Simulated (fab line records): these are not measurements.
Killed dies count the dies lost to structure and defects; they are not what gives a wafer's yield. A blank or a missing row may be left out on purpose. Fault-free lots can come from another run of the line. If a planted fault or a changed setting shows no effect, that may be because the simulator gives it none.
Comparing a struck lot with a sound one || flow nand harc || 41 out of 1159 route steps
Sound: the wafers L844.2, L844.3, L844.6. Struck: wafer L860.2. (L860.4, L860.5 of the same lot were not struck and are left out.) The cause comes at the end.
For every step that has rows: the tool of each side, followed by ch and its chambers, followed by its first start. Under that, the readings that differ: sound wafers || struck wafers || difference of the means || sigmas: that difference in standard deviations of wafers without a fault.
alike: readings whose means differ by less than 2 such deviations, and words and numbers that are the same on both sides. not compared: withheld readings, readings that some wafer has no value for, bounds like >300 that may hide the same value, and numbers for which the record gives no deviation and whose values overlap.
The two part at a step that has a row with sigmas, a row that says differs or no value, or rows on one side only. Non-overlapping numbers with no deviation appear without sigmas and do not part them. Lack of a reading on every wafer of one side parts them only where that side has two or more wafers.

NHARC_THIN_TSV_CD_MEAS_12 targets a cd of 1000 nm.
  sound on cd sem-01 ch 0, day 18 14:56; struck on cd sem-03 ch 0, day 23 06:06
{"reading": "cd nm (nm)", "sound": "997.4 998.0 998.5", "struck": 1001.3, "difference": "+3.3", "sigmas": "+2"}
then, 1 step without rows for these wafers: NHARC_THIN_TSV_HARDBAKE_13 (time 80 s).
NHARC_THIN_TSV_DESCUM_14: chemistry O2, time 3 s.
  sound on rie diel-12 ch 0,2,3, day 18 15:05; struck on rie diel-09 ch 0, day 23 06:16
{"reading": "drypump motor current A (A)", "sound": "5.9 6.5 6.4", "struck": 5.1, "difference": -1.2, "sigmas": -2}
{"reading": "oes product au (a.u.)", "sound": "0.998 0.998 1.011", "struck": 0.984, "difference": -0.018, "sigmas": -3}
  alike: rf vpp V, showerhead plenum p Torr, throttle valve pct
  not compared: rf hours counter h
then, 2 steps without rows for these wafers: NHARC_THIN_TSV_ETCH_44 (etches the open film in CF4/O2, target depth 1594.2 nm, time 797.1 s); NHARC_THIN_TSV_ETCH_15 (target depth 3000 nm, bosch target overetch cycles 2, bosch etch step 2.8 s).
NHARC_THIN_TSV_CD_MEAS_16:
  sound: cd sem-02 at day 18 15:53; struck: cd sem-03 at day 23 07:04
{"reading": "cd nm (nm)", "sound": "997.5 997.0 998.5", "struck": 1001.2, "difference": "+3.5", "sigmas": "+2"}
then, 6 steps without rows for these wafers: NHARC_THIN_TSV_STRIP_45 (strips in O2); NHARC_THIN_TSV_STRIP_46 (strips in post etch residue remover, time 1200 s); NHARC_THIN_TSV_DEP_47 (deposits SiO2, target thk 200 nm); NHARC_THIN_TSV_ETCHBACK_48 (etches the open film in C4F8/Ar, target depth 1028.5 nm, time 405.17 s); NHARC_THIN_TSV_STRIP_62 (strips in N2/H2, time 20 s); NHARC_THIN_TSV_DEGAS_49 (time 120 s).
NHARC_THIN_TSV_PRE_CLEAN_50: time 30 s.
  sound: pvd sputter-02 at day 18 17:48; struck: pvd sputter-02 at day 23 08:58
  alike: heater power w
then, 3 steps without rows for these wafers: NHARC_THIN_TSV_PVD_19 (deposits TaN, target thk 20 nm); NHARC_THIN_TSV_PVD_51 (deposits Cu, target thk 100 nm); NHARC_THIN_TSV_ECD_20 (material Cu, target thk 2000 nm).
NHARC_THIN_TSV_ANNEAL_52: time 90 s.
  sound on rtp anneal-02 ch 0, day 18 18:57; struck on rtp anneal-01 ch 0, day 23 10:08
  alike: wafer_temp_C_max
then, 2 steps without rows for these wafers: NHARC_THIN_TSV_CMP_21 (polishes, t overpolish 30 s, target thk 2000 nm); NHARC_THIN_TSV_SRD_23.
NHARC_THIN_TSV_DEGAS_53: time 60 s.
  sound: pvd sputter-01 at day 18 19:43; struck: pvd sputter-02 at day 23 10:55
{"reading": "heater power w (W)", "sound": "519 424 417", "struck": 549, "difference": "+96", "sigmas": "+2"}
NHARC_THIN_TSV_PRE_CLEAN_54: time 30 s.
  sound: pvd sputter-01 at day 18 19:47; struck: pvd sputter-02 at day 23 10:59
  alike: heater power w
then, 10 steps without rows for these wafers: NHARC_THIN_TSV_PVD_55 (deposits TiN, target thk 50 nm); NHARC_THIN_TSV_PVD_24 (deposits Al, target thk 800 nm); NHARC_THIN_TSV_DEHYDRATE_25 (time 120 s); NHARC_THIN_TSV_HMDS_26 (time 30 s); NHARC_THIN_TSV_COAT_27; NHARC_THIN_TSV_SOFTBAKE_28 (time 95 s); NHARC_THIN_TSV_EBR_29; NHARC_THIN_TSV_EXPOSE_30 (exposes mask PAD); NHARC_THIN_TSV_PEB_31 (peb time 85 s); NHARC_THIN_TSV_DEVELOP_32 (time 70 s).
NHARC_THIN_TSV_CD_MEAS_33 targets a cd of 5000 nm.
  sound on cd sem-01 ch 0, day 18 20:51; struck on cd sem-03 ch 0, day 23 12:02
{"reading": "cd nm (nm)", "sound": "5000.6 5000.0 5000.5", "struck": 4997.1, "difference": -3.3, "sigmas": -3}
then, 3 steps without rows for these wafers: NHARC_THIN_TSV_HARDBAKE_34 (time 80 s); NHARC_THIN_TSV_DESCUM_35 (chemistry O2, time 3 s); NHARC_THIN_TSV_ETCH_59 (etches the open film in Cl2/BCl3, target depth 880 nm, time 138.1 s).
NHARC_THIN_TSV_ETCH_36: etches the open film in Cl2/BCl3, target depth 65 nm, time 18.571 s.
  sound on rie metal-02 ch 0,1, day 18 21:25; struck on rie metal-03 ch 0, day 23 12:35
  alike: drypump motor current A, oes product au
  not compared: rf hours counter h
then, 2 steps without rows for these wafers: NHARC_THIN_TSV_STRIP_56 (strips in O2); NHARC_THIN_TSV_STRIP_57 (strips in post etch residue remover, time 1200 s).
NHARC_THIN_TSV_CD_MEAS_37:
  sound: cd sem-02 at day 18 22:20; struck: cd sem-03 at day 23 13:29
  alike: cd nm
then, 1 step without rows for these wafers: NHARC_THIN_TSV_ANNEAL_58 (time 1800 s).
NHARC_END_SORT_01:
  sound on prober-02 ch 0, day 19 05:50; struck on prober-01 ch 0, day 23 22:23
{"reading": "defect limited yield (%)", "sound": "97.2 96.8 97.9", "struck": 83.5, "difference": -13.8, "sigmas": -8}
{"reading": "killed at other", "sound": "1 0 0", "struck": 87, "difference": "+87", "sigmas": "+93"}
{"reading": "killed dies", "sound": "19 22 14", "struck": 112, "difference": "+94", "sigmas": "+9"}
{"reading": "sort_bin_2_pct (%)", "sound": "0.4 0.7 1.0", "struck": 7.1, "difference": "+6.4", "sigmas": "+9"}
{"reading": "sort_bin_3_pct (%)", "sound": "0 0.30 0.30", "struck": 3.69, "difference": "+3.49", "sigmas": "+14"}
{"reading": "sort_bin_4_pct (%)", "sound": "2.4 2.2 0.7", "struck": 5.8, "difference": "+4.0", "sigmas": "+4"}
{"reading": "sort n pass", "sound": "658 655 663", "struck": 565, "difference": -94, "sigmas": -9}
{"reading": "sort rim yield pct (%)", "sound": "98.1 94.3 97.2", "struck": 89.6, "difference": -6.9, "sigmas": -3}
{"reading": "sort yield pct (%)", "sound": "97.2 96.8 97.9", "struck": 83.5, "difference": -13.8, "sigmas": -8}
  alike: killed at array, killed at periphery, killed open, killed short

WHERE THEY PART
Last at NHARC_END_SORT_01 as far as this record goes, first at NHARC_THIN_TSV_CD_MEAS_12.

WHY: whatever the simulator had introduced
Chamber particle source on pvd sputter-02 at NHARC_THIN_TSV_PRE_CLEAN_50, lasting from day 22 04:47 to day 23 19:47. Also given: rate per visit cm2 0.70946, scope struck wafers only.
